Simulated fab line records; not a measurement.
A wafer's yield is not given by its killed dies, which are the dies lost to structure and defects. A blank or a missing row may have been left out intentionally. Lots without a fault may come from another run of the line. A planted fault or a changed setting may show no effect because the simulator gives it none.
fab line records -- flow n5_finfet
record: lots: 7, wafers: 18, last_day: 18
route steps=1938 shown BEOL_M6@1200 PASSIVATION@1936
lots with no fault: from the same line, run without faults
start_h: hours from the record's opening day to when the first of the lot's shown wafers began -- wait_h: hours elapsed since this lot's preceding step -- " unchanged from the row above -- L1.1+2: a row that stands for several wafers -- - no value present, or no start provided -- * or withheld: withheld -- < > ~ a bound
route shown NAME@n: names a module that has steps shown in the file, with the first one's number in the route -- usual: mean/standard deviation taken from wafers without a fault -- same: alike in all rows -- chamber/n: place in a boat -- sites: per-site readings -- _std_site: the values' standard deviation -- _edge_site: inner sites' mean taken away from outer sites' mean -- radius_mm: for every site, how far away it sits from the centre of the wafer -- mask NAME#n: copy n -- behind: tool/chamber where the wafer was last shaped -- hold: cause of the lot's hold/its duration in hours/its outcome -- device: the n, p or np transistor that did not switch -- end of line: the same wafers' tests at the end of the route -- step lacking rows: just its recipe -- killed: not the wafer's yield, but the dies lost to structure and defects at the first sort -- map: per-die view of a wafer (x killed, . not killed, _ where there is no die)
set.NAME: the setting that was run; set.NAME@STEP: the one run at that earlier step -- model.NAME: the simulator's own value behind a step, which no gauge read
lots at selected steps of the route; one table per step, one row per wafer
services: a tool's chamber out of use, with start hour (start_h, from the record's first day; less than 0 if before it), hours out, and reason
== steps ==
step: N5_BEOL_M6_COAT_60
recipe: resist: SiARC, temp_c: 220, time_s: 60, spin_rpm: 1500, resist_thk_nm: 35
step: N5_BEOL_M6_COAT_05
recipe: resist: CAR-ArF, spin_rpm: 1500, resist_thk_nm: 90
step: N5_BEOL_M6_EBR_07
recipe: solvent: PGMEA, ebr_width_mm: 1.5
step: N5_BEOL_M6_SOFTBAKE_06
recipe: temp_c: 110, time_s: 60, resist: CAR-ArF
step: N5_BEOL_M6_EXPOSE_08
recipe: mask_id: M6, na: 1.35, source_shape: dipole, sigma_inner: 0.817, sigma_outer: 0.97, polarization: te, dose_mj: 68.25
step: N5_BEOL_M6_PEB_09
recipe: peb_temp_c: withheld, peb_time_s: 60, resist: CAR-ArF
step: N5_BEOL_M6_DEVELOP_10
recipe: develop_time_s: 30, developer: TMAH, resist: CAR-ArF, rinse_liquid: diw, dry: air_spin, dev_temp_c: 23
step: N5_BEOL_M6_CD_MEAS_11
recipe: target_cd_nm: 38.5, landing_energy_ev: 500, detector: se_inlens, polarity: opening
usual: cd_nm: 38.5/0.54
lot.wafer,tool,chamber,start_h,wait_h,cd_nm
L225.1,cd_sem-01,0,210.95,-,39.4
L225.3,cd_sem-01,0,210.95,-,39.3
L225.5,cd_sem-01,0,210.95,-,38.4
L224.2,cd_sem-02,0,232.09,-,37.9
L224.3,cd_sem-02,0,232.09,-,38.0
L224.4,cd_sem-02,0,232.09,-,37.8
L240.3,cd_sem-03,0,300.70,-,38.7
L240.6,cd_sem-03,0,300.70,-,38.5
L241.3,cd_sem-02,0,304.04,-,38.0
L241.4,cd_sem-02,0,304.04,-,38.3
L243.5,cd_sem-02,0,322.70,-,38.0
L243.6,cd_sem-02,0,322.70,-,38.8
L247.1,cd_sem-01,0,339.22,-,38.4
L247.3,cd_sem-01,0,339.22,-,39.1
L247.6,cd_sem-01,0,339.22,-,38.2
L246.1,cd_sem-02,0,340.02,-,39.0
L246.5,cd_sem-02,0,340.02,-,39.5
L246.6,cd_sem-02,0,340.02,-,39.1
step: N5_BEOL_M6_OVL_MEAS_12
recipe: points_per_wafer: 44
usual: M6_OVL: -0.4/0.7
lot.wafer,tool,chamber,start_h,wait_h,M6_OVL[nm]
L225.1,overlay-02,0,210.98,0.0,-1.0
L225.3,overlay-02,0,210.98,0.0,-0.8
L225.5,overlay-02,0,210.98,0.0,-1.8
L224.2,overlay-02,0,232.11,0.0,0.0
L224.3,overlay-02,0,232.11,0.0,-0.6
L224.4,overlay-02,0,232.11,0.0,-1.6
L240.3,overlay-02,0,300.73,0.0,-1.3
L240.6,overlay-02,0,300.73,0.0,1.1
L241.3,overlay-01,0,304.07,0.0,0.6
L241.4,overlay-01,0,304.07,0.0,-0.7
L243.5,overlay-01,0,322.72,0.0,0.6
L243.6,overlay-01,0,322.72,0.0,-0.3
L247.1,overlay-01,0,339.25,0.0,-1.4
L247.3,overlay-01,0,339.25,0.0,-0.5
L247.6,overlay-01,0,339.25,0.0,-1.3
L246.1,overlay-01,0,340.06,0.0,0.6
L246.5,overlay-01,0,340.06,0.0,0.7
L246.6,overlay-01,0,340.06,0.0,-0.6
step: N5_BEOL_M6_INSPECT_13
recipe: mode: adi, inspect_instrument: brightfield
usual: raw_defect_count: 416/100
lot.wafer,tool,chamber,start_h,wait_h,raw_defect_count
L225.1,defect_inspect-02,-,211.00,0.0,535
L225.3,defect_inspect-02,-,211.00,0.0,393
L225.5,defect_inspect-02,-,211.00,0.0,359
L224.2,defect_inspect-02,-,232.14,0.0,318
L224.3,defect_inspect-02,-,232.14,0.0,384
L224.4,defect_inspect-02,-,232.14,0.0,263
L240.3,defect_inspect-02,-,300.76,0.0,350
L240.6,defect_inspect-02,-,300.76,0.0,589
L241.3,defect_inspect-01,-,304.09,0.0,391
L241.4,defect_inspect-01,-,304.09,0.0,484
L243.5,defect_inspect-02,-,322.75,0.0,458
L243.6,defect_inspect-02,-,322.75,0.0,553
L247.1,defect_inspect-01,-,339.27,0.0,341
L247.3,defect_inspect-01,-,339.27,0.0,489
L247.6,defect_inspect-01,-,339.27,0.0,388
L246.1,defect_inspect-01,-,340.08,0.0,638
L246.5,defect_inspect-01,-,340.08,0.0,589
L246.6,defect_inspect-01,-,340.08,0.0,543
step: N5_BEOL_M6_DESCUM_16
recipe: chemistry: O2, time_s: 7.9, source_power_w: 50, bias_power_w: 20, pressure_mtorr: 20, rf_frequency_hz: 2.712e+07, temp_c: 40, resist: CAR-ArF, o2_flow_sccm: 225
usual: chamber_pressure_mTorr: 19.998/0.018, drypump_motor_current_A: 5.5/0.51, oes_product_au: 0.78/0.069, rf_vpp_V: 243.6/1.4, showerhead_plenum_p_Torr: 2.13/0.069, throttle_valve_pct: 20.61/0.2
lot.wafer,tool,chamber,start_h,wait_h,chamber_pressure_mTorr,drypump_motor_current_A,oes_product_au,rf_hours_counter_h,rf_vpp_V,showerhead_plenum_p_Torr,throttle_valve_pct
L225.1,rie_diel-03,0,211.04,0.0,19.986,5.7,0.74,154,243.8,2.17,20.47
L225.3,rie_diel-03,1,211.04,0.0,20.004,5.2,0.80,125,242.5,2.11,20.53
L225.5,rie_diel-03,3,211.04,0.0,19.982,6.3,0.68,-,242.4,1.99,20.84
L224.2,rie_diel-05,3,232.17,0.0,20.010,4.6,0.81,82,244.5,2.21,20.57
L224.3,rie_diel-05,1,232.17,0.0,19.991,5.7,0.82,88,242.3,2.03,20.46
L224.4,rie_diel-05,2,232.17,0.0,19.970,5.6,0.87,67,245.2,2.21,20.39
L240.3,rie_diel-05,2,300.80,0.0,19.992,5.6,0.82,95,245.6,2.20,20.45
L240.6,rie_diel-05,0,300.80,0.0,20.006,6.2,0.80,-,242.3,2.04,20.81
L241.3,rie_diel-05,3,304.52,0.4,20.012,4.6,0.79,110,244.7,2.20,20.60
L241.4,rie_diel-05,1,304.52,0.4,19.994,5.7,0.80,112,241.1,2.02,20.49
L243.5,rie_diel-05,1,322.80,0.0,20.003,5.7,0.79,-,243.5,2.02,20.49
L243.6,rie_diel-05,0,322.80,0.0,19.974,6.2,0.78,-,240.5,2.03,20.85
L247.1,rie_diel-03,2,339.31,0.0,20.019,5.3,0.71,178,244.5,2.10,20.96
L247.3,rie_diel-03,3,339.31,0.0,19.988,6.3,0.90,39,245.6,2.24,20.54
L247.6,rie_diel-03,0,339.31,0.0,19.983,5.7,0.70,-,243.9,2.15,20.53
L246.1,rie_diel-01,1,340.11,0.0,19.989,5.2,0.80,101,243.6,2.13,20.57
L246.5,rie_diel-01,3,340.11,0.0,19.991,5.3,0.67,-,242.8,2.13,20.40
L246.6,rie_diel-01,0,340.11,0.0,19.993,6.4,0.77,-,244.4,2.08,20.23
step: N5_BEOL_M6_ETCH_61
recipe: chemistry: CF4, target: SiARC, target_depth_a: 455, mask_material: CAR-ArF, time_s: 75.8, ion_energy_ev: 80, pressure_mtorr: 40, source_w: 545, bias_w: 36, Ar_flow_sccm: 100, cf4_flow_sccm: 100, ends: cleared
usual: chamber_pressure_mTorr: 40.00/0.037, drypump_motor_current_A: 5.5/0.51, etch_rf_on_time_s: 75.7/2.3, oes_product_au: 0.67/0.059, rf_vpp_V: 184.4/1.2, showerhead_plenum_p_Torr: 2.17/0.074, throttle_valve_pct: 15.73/0.17
lot.wafer,tool,chamber,start_h,wait_h,chamber_pressure_mTorr,drypump_motor_current_A,etch_rf_on_time_s,oes_product_au,rf_hours_counter_h,rf_vpp_V,showerhead_plenum_p_Torr,throttle_valve_pct
L225.1,rie_diel-03,0,211.07,0.0,39.92,5.6,74.4,0.64,154,186.8,2.22,15.64
L225.3,rie_diel-03,1,211.07,0.0,39.99,5.2,78.0,0.67,126,185.5,2.15,15.59
L225.5,rie_diel-03,3,211.07,0.0,39.99,6.3,75.6,0.58,-,182.5,2.04,16.03
L224.2,rie_diel-05,3,232.21,0.0,39.93,4.6,78.8,0.69,82,185.4,2.26,15.73
L224.3,rie_diel-05,1,232.21,0.0,40.06,5.7,73.7,0.72,88,183.0,2.07,15.51
L224.4,rie_diel-05,2,232.21,0.0,40.03,5.6,71.7,0.74,67,185.0,2.26,15.60
L240.3,rie_diel-05,2,300.83,0.0,39.97,5.6,72.3,0.70,95,185.4,2.25,15.66
L240.6,rie_diel-05,0,300.83,0.0,40.04,6.2,77.1,0.67,-,183.9,2.07,15.79
L241.3,rie_diel-05,3,304.56,0.0,40.00,4.6,78.6,0.67,110,186.2,2.25,15.78
L241.4,rie_diel-05,1,304.56,0.0,40.00,5.6,73.1,0.70,112,183.9,2.06,15.55
L243.5,rie_diel-05,1,322.84,0.0,40.00,5.6,72.4,0.69,-,182.2,2.06,15.60
L243.6,rie_diel-05,0,322.84,0.0,39.94,6.2,78.9,0.65,-,182.6,2.06,15.80
L247.1,rie_diel-03,2,339.34,0.0,39.93,5.3,77.9,0.61,178,184.6,2.14,16.05
L247.3,rie_diel-03,3,339.34,0.0,39.99,6.3,73.2,0.78,39,185.2,2.29,15.62
L247.6,rie_diel-03,0,339.34,0.0,39.98,5.7,73.6,0.61,-,183.8,2.20,15.73
L246.1,rie_diel-01,1,340.15,0.0,40.00,5.2,75.5,0.68,101,183.7,2.15,15.54
L246.5,rie_diel-01,3,340.15,0.0,39.97,5.3,75.8,0.57,-,183.6,2.21,15.81
L246.6,rie_diel-01,0,340.15,0.0,39.99,6.4,76.2,0.65,-,184.2,2.14,15.50
step: N5_BEOL_M6_ETCH_62
recipe: chemistry: N2/H2, target: SOC, target_depth_a: 1100, overetch_a: 220, mask_material: SiARC, temp_c: 40, time_s: 165, ion_energy_ev: 200, pressure_mtorr: 30, source_w: 840, bias_w: 150, n2_flow_sccm: 200, h2_flow_sccm: 200
usual: chamber_pressure_mTorr: 30.002/0.026, drypump_motor_current_A: 5.6/0.51, oes_product_au: 0.66/0.053, rf_vpp_V: 525.0/2.5, showerhead_plenum_p_Torr: 2.58/0.09, throttle_valve_pct: 17.97/0.097
lot.wafer,tool,chamber,start_h,wait_h,chamber_pressure_mTorr,drypump_motor_current_A,oes_product_au,rf_hours_counter_h,rf_vpp_V,showerhead_plenum_p_Torr,throttle_valve_pct,model.SiARC_of_BEOL_M6_COAT_60.thk_nm
L225.1,rie_diel-03,0,211.13,0.0,29.997,5.7,0.63,154,525.9,2.66,17.95,28.2
L225.3,rie_diel-03,1,211.13,0.0,29.951,5.2,0.67,126,524.1,2.57,17.95,28.6
L225.5,rie_diel-03,3,211.13,0.0,30.033,6.3,0.59,-,519.7,2.41,18.17,28.4
L224.2,rie_diel-05,3,232.26,0.0,29.992,4.6,0.70,83,526.1,2.68,17.86,28.8
L224.3,rie_diel-05,1,232.26,0.0,29.957,5.6,0.70,88,522.2,2.48,18.00,28.6
L224.4,rie_diel-05,2,232.26,0.0,30.019,5.6,0.71,67,529.4,2.70,17.93,27.8
L240.3,rie_diel-05,2,300.89,0.0,30.022,5.6,0.68,95,526.8,2.69,17.96,27.8
L240.6,rie_diel-05,0,300.89,0.0,30.011,6.2,0.74,-,521.6,2.44,18.01,29.2
L241.3,rie_diel-05,3,304.61,0.0,30.043,4.6,0.67,110,527.5,2.66,17.93,28.6
L241.4,rie_diel-05,1,304.61,0.0,30.018,5.6,0.75,112,520.8,2.47,18.06,29
L243.5,rie_diel-05,1,322.94,0.1,30.015,5.7,0.68,-,521.8,2.46,18.05,28.2
L243.6,rie_diel-05,0,322.94,0.1,30.035,6.2,0.74,-,521.4,2.44,18.00,29.4
L247.1,rie_diel-03,2,339.40,0.0,29.980,5.3,0.61,178,522.8,2.52,18.15,28.2
L247.3,rie_diel-03,3,339.40,0.0,29.988,6.3,0.75,39,528.1,2.71,17.84,28.2
L247.6,rie_diel-03,0,339.40,0.0,29.963,5.7,0.60,-,527.1,2.64,18.05,28
L246.1,rie_diel-01,1,340.20,0.0,29.997,5.2,0.67,101,525.5,2.57,17.83,28.2
L246.5,rie_diel-01,3,340.20,0.0,29.972,5.3,0.57,-,525.9,2.61,17.93,28.2
L246.6,rie_diel-01,0,340.20,0.0,30.007,6.4,0.64,-,523.3,2.56,17.86,28.4
step: N5_BEOL_M6_STRIP_68
recipe: chemistry: N2/H2, temp_c: 40, n2_flow_sccm: 200, h2_flow_sccm: 200, rf_frequency_hz: 6e+07
step: N5_PASSIVATION_PROBE_49
usual: defect_limited_yield: 91.7/1.5, killed_at_M0_to_M3: 32/10, killed_at_M4_up: 14/5.3, killed_at_contacts: 13/5.7, killed_at_front_end: 37/10, killed_at_other: 3.3/2.5, killed_dies: 98/18, killed_open: 65/13, killed_short: 31/7.5, sort_bin_5_function: 4.9/0.91, sort_bin_6_memory: 3.1/0.71, sort_n_pass: 1082/18, sort_yield_pct: 91.7/1.5
same: gross_dies: 1180, killed_at_back_side: 0, sort_bin_4_leakage[%]: 0, sort_bin_8_speed[%]: 0
lot.wafer,tool,chamber,start_h,wait_h,defect_limited_yield[%],killed_at_M0_to_M3,killed_at_M4_up,killed_at_contacts,killed_at_front_end,killed_at_other,killed_dies,killed_open,killed_short,sort_bin_5_function[%],sort_bin_6_memory[%],sort_n_pass,sort_yield_pct[%]
L225.1,prober-02,-,301.90,0.0,92.9,15,16,6,43,4,84,52,26,4.8,1.9,1096,92.9
L225.3,prober-02,-,302.00,0.1,91.3,27,24,14,30,8,103,60,39,4.7,3.6,1077,91.3
L225.5,prober-02,-,302.10,0.2,92.6,23,15,9,34,6,87,52,33,4.6,2.5,1093,92.6
L241.3,prober-02,-,394.37,0.1,91.8,50,3,8,34,2,97,60,37,5.2,2.9,1083,91.8
L241.4,prober-02,-,394.42,0.2,89.1,53,20,13,40,3,129,71,56,6.5,4.1,1051,89.1
L240.3,prober-01,-,397.60,0.1,93.4,33,7,14,20,4,78,49,28,4.2,2.1,1102,93.4
L240.6,prober-01,-,397.75,0.3,92.2,28,15,12,37,0,92,58,32,4.6,3.1,1088,92.2
L243.5,prober-01,-,416.38,0.2,90.7,37,15,15,43,0,110,76,33,5.7,3.5,1070,90.7
L243.6,prober-01,-,416.43,0.3,90.8,26,16,7,46,13,108,68,35,5.7,3.1,1072,90.8
L246.1,prober-02,-,434.58,0.0,89.7,33,25,11,44,8,121,83,38,5.8,4.0,1059,89.7
L246.5,prober-02,-,434.78,0.2,90.3,23,18,15,58,1,115,78,37,5.6,3.8,1065,90.3
L246.6,prober-02,-,434.83,0.3,90.4,34,16,11,45,7,113,63,50,5.6,3.7,1067,90.4
killed by level:class
L225.1 GATE_CUT:geometric_particle:short=12 STI_FIN_REVEAL:geometric_particle:open=9 BEOL_M4:geometric_particle:open=8 GATE_CUT:geometric_particle:open=5 FIN_SAQP:geometric_particle:short=4 MOL_CONTACT_COAG:geometric_particle:open=4 BEOL_M2:geometric_particle:open=4 BEOL_M5:geometric_particle:open=4
L225.3 MOL_CONTACT_COAG:geometric_particle:open=11 BEOL_M4:geometric_particle:short=7 BEOL_M4:geometric_particle:open=7 BEOL_M0_SAQP:geometric_particle:short=6 BEOL_M0_SAQP:geometric_particle:open=6 BEOL_M3:geometric_particle:open=6 STI_FIN_REVEAL:geometric_particle:open=4 FIN_SAQP:geometric_particle:short=3
L225.5 GATE_CUT:geometric_particle:short=9 MOL_CONTACT_COAG:geometric_particle:open=8 BEOL_M2:geometric_particle:open=6 BEOL_M4:geometric_particle:open=6 STARTING-WAFER:geometric_particle:open=5 BEOL_M0_SAQP:geometric_particle:open=4 FIN_SAQP:geometric_particle:short=3 GATE_CUT:geometric_particle:open=3
L241.3 BEOL_M1:geometric_particle:open=13 BEOL_M3:geometric_particle:open=11 GATE_CUT:geometric_particle:short=7 MOL_CONTACT_COAG:geometric_particle:open=7 FIN_SAQP:geometric_particle:open=5 STI_FIN_REVEAL:geometric_particle:open=5 BEOL_M0_SAQP:geometric_particle:short=5 BEOL_M0_SAQP:geometric_particle:open=5
L241.4 BEOL_M0_SAQP:geometric_particle:short=18 BEOL_M0_SAQP:geometric_particle:open=14 BEOL_M5:geometric_particle:open=8 MOL_CONTACT_COAG:geometric_particle:open=7 BEOL_M4:geometric_particle:open=7 DUMMY_GATE:geometric_particle:open=6 GATE_CUT:geometric_particle:short=6 MOL_CONTACT_COAG:geometric_particle:short=6
L240.3 MOL_CONTACT_COAG:geometric_particle:open=13 BEOL_M1:geometric_particle:open=7 BEOL_M0_SAQP:geometric_particle:open=6 FIN_SAQP:geometric_particle:open=5 GATE_CUT:geometric_particle:short=5 BEOL_M2:geometric_particle:short=5 BEOL_M0_SAQP:geometric_particle:short=4 BEOL_M2:geometric_particle:open=4
L240.6 FIN_SAQP:geometric_particle:open=10 BEOL_M2:geometric_particle:open=10 MOL_CONTACT_COAG:geometric_particle:open=8 BEOL_M3:geometric_particle:open=6 FIN_SAQP:geometric_particle:short=5 STARTING-WAFER:geometric_particle:short=5 MOL_CONTACT_COAG:geometric_particle:short=4 BEOL_M0_SAQP:geometric_particle:open=4
L243.5 STI_FIN_REVEAL:geometric_particle:open=14 MOL_CONTACT_COAG:geometric_particle:open=11 BEOL_M1:geometric_particle:open=11 BEOL_M0_SAQP:geometric_particle:short=8 FIN_SAQP:geometric_particle:open=7 BEOL_M2:geometric_particle:open=5 FIN_SAQP:geometric_particle:short=4 DUMMY_GATE:geometric_particle:open=4
L243.6 STI_FIN_REVEAL:geometric_particle:open=11 GATE_CUT:geometric_particle:short=8 MOL_CONTACT_COAG:geometric_particle:open=7 BEOL_M1:geometric_particle:open=6 BEOL_M0_SAQP:geometric_particle:short=6 BEOL_M5:geometric_particle:open=6 BEOL_M0_SAQP:geometric_particle:open=5 BEOL_M3:geometric_particle:open=5
L246.1 FIN_SAQP:geometric_particle:open=21 BEOL_M0_SAQP:geometric_particle:open=11 BEOL_M0_SAQP:geometric_particle:short=10 BEOL_M5:geometric_particle:open=10 MOL_CONTACT_COAG:geometric_particle:open=7 BEOL_M2:geometric_particle:open=7 FIN_SAQP:geometric_particle:short=6 GATE_CUT:geometric_particle:short=6
L246.5 FIN_SAQP:geometric_particle:open=18 MOL_CONTACT_COAG:geometric_particle:open=13 STI_FIN_REVEAL:geometric_particle:open=9 FIN_SAQP:geometric_particle:short=8 GATE_CUT:geometric_particle:short=7 BEOL_M4:geometric_particle:short=6 BEOL_M0_SAQP:geometric_particle:open=6 BEOL_M2:geometric_particle:open=5
L246.6 BEOL_M0_SAQP:geometric_particle:short=11 BEOL_M0_SAQP:geometric_particle:open=11 FIN_SAQP:geometric_particle:short=9 FIN_SAQP:geometric_particle:open=8 BEOL_M4:geometric_particle:open=8 GATE_CUT:geometric_particle:short=7 GATE_CUT:geometric_particle:open=6 MOL_CONTACT_COAG:geometric_particle:short=6
== services ==
tool,chamber,start_h,hours,kind
rie_diel-03,3,216.77,-,clean
rie_diel-03,3,216.77,-,consumable_replace:focus_ring
rie_diel-03,3,216.77,-,consumable_replace:showerhead
rie_diel-03,3,216.77,18.6,scheduled_down
rie_diel-03,3,216.77,18.6,vent_cycle
rie_diel-01,0,228.17,6.0,repair
rie_diel-01,-,238.12,15.6,pm
rie_diel-01,1,263.76,3.0,repair
rie_diel-05,1,270.84,14.1,repair
rie_diel-01,-,322.39,0.2,repair
rie_diel-03,1,336.08,13.1,repair
== key ==
first_sign none at tools or gauges
model_effect: step: N5_BEOL_M6_ETCH_62, value: SiARC_of_BEOL_M6_COAT_60.thk_nm, without: 28.6, struck: 29.2
met_at N5_BEOL_M6_ETCH_62
struck_wafers L240.6,L241.4,L243.6
onset_between 232.26 300.89
fault: kind: process_parameter_drift, tool: rie_diel-05, chamber: -, onset_h: 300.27, steps: N5_BEOL_M6_ETCH_62, channel: time_s, offset: *, shape: step, end_h: 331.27, scope: struck_wafers_only, acts_in: *, stated: *
